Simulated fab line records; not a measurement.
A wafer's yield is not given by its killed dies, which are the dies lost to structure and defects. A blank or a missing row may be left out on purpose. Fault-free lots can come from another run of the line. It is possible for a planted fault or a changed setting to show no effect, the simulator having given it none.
The tool behind it: which one? || flow nand harc || 7 lots with 21 wafers sampled at 5 steps, on a route of 1302 steps

== WHAT EACH GAUGE READ, for each wafer ==
NHARC_END_SORT_01.
{"lot": "L563", "measured": "day 31 13:34", "on": "prober-02", "killed at array": "133 139 142"}

== TOOL THAT RAN EACH LOT (tool first, then ch and the chambers of the sampled wafers, then the start) ==
{"lot": "L548", "NHARC_A_CHANNEL_FILL_D2_ALD_03": "ald sin batch-01 ch 0, day 14 20:22", "NHARC_THIN_TSV_PRE_CLEAN_50": "pvd sputter-02, day 24 17:01 or earlier", "NHARC_THIN_TSV_PVD_19": "pvd sputter-02, day 24 17:01 or earlier", "NHARC_THIN_TSV_DEGAS_53": "pvd sputter-03, day 24 17:01"}
{"lot": "L550", "NHARC_A_CHANNEL_FILL_D2_ALD_03": "ald sin batch-01 ch 0, day 15 13:53", "NHARC_THIN_TSV_PRE_CLEAN_50": "pvd sputter-02, day 25 10:46 or earlier", "NHARC_THIN_TSV_PVD_19": "pvd sputter-02, day 25 10:46 or earlier", "NHARC_THIN_TSV_DEGAS_53": "pvd sputter-03, day 25 10:46"}
{"lot": "L552", "NHARC_A_CHANNEL_FILL_D2_ALD_03": "ald sin batch-01 ch 0, day 16 05:23", "NHARC_THIN_TSV_PRE_CLEAN_50": "pvd sputter-01, day 26 10:13 or earlier", "NHARC_THIN_TSV_PVD_19": "pvd sputter-01, day 26 10:13 or earlier", "NHARC_THIN_TSV_DEGAS_53": "pvd sputter-03, day 26 10:13"}
{"lot": "L555", "NHARC_A_CHANNEL_FILL_D2_ALD_03": "ald sin batch-01 ch 0, day 17 00:40", "NHARC_THIN_TSV_PRE_CLEAN_50": "pvd sputter-03, day 27 06:27 or earlier", "NHARC_THIN_TSV_PVD_19": "pvd sputter-03, day 27 06:27 or earlier", "NHARC_THIN_TSV_DEGAS_53": "pvd sputter-02, day 27 06:27"}
{"lot": "L560", "NHARC_A_CHANNEL_FILL_D2_ALD_03": "ald sin batch-02 ch 0, day 20 00:55", "NHARC_THIN_TSV_PRE_CLEAN_50": "pvd sputter-01, day 30 17:47 or earlier", "NHARC_THIN_TSV_PVD_19": "pvd sputter-01, day 30 17:47 or earlier", "NHARC_THIN_TSV_DEGAS_53": "pvd sputter-02, day 30 17:47"}
{"lot": "L563", "NHARC_A_CHANNEL_FILL_D2_ALD_03": "ald sin batch-02 ch 0, day 20 20:56", "NHARC_THIN_TSV_PRE_CLEAN_50": "pvd sputter-03, day 31 03:26 or earlier", "NHARC_THIN_TSV_PVD_19": "pvd sputter-03, day 31 03:26 or earlier", "NHARC_THIN_TSV_DEGAS_53": "pvd sputter-03, day 31 03:26"}
{"lot": "L565", "NHARC_A_CHANNEL_FILL_D2_ALD_03": "ald sin batch-01 ch 0, day 22 01:23", "NHARC_THIN_TSV_PRE_CLEAN_50": "pvd sputter-01, day 32 07:40 or earlier", "NHARC_THIN_TSV_PVD_19": "pvd sputter-01, day 32 07:40 or earlier", "NHARC_THIN_TSV_DEGAS_53": "pvd sputter-02, day 32 07:40"}
- NHARC_A_CHANNEL_FILL_D2_ALD_03: deposits SiNx, target thk 6 nm, pulse time 60 s, ald cycles 58.
- NHARC_THIN_TSV_PRE_CLEAN_50: time 30 s.
- NHARC_THIN_TSV_PVD_19: deposits TaN, target thk 20 nm.
- NHARC_THIN_TSV_DEGAS_53: time 60 s.

== THE ANSWER, worked out from the rows above alone ==
Rule: usual is defined by the lots themselves. Put in order of their means at a reading, lots are off if they are a third of the lots or fewer, leave a main group of 4 or more, and stand apart from it by a gap of 3 or more times the standard deviation of the main group's means; of several such gaps the widest counts. If all means in a main group match to the digits the tables above print for the reading, that group is not used. A lot without any number at a reading at which 4 lots or more have one is off too. The other lots that the step has rows for count as sound.
No lot is off at any reading shown: from this, nothing can be told.

== WHAT HAD BEEN PUT IN BY THE SIMULATOR ==
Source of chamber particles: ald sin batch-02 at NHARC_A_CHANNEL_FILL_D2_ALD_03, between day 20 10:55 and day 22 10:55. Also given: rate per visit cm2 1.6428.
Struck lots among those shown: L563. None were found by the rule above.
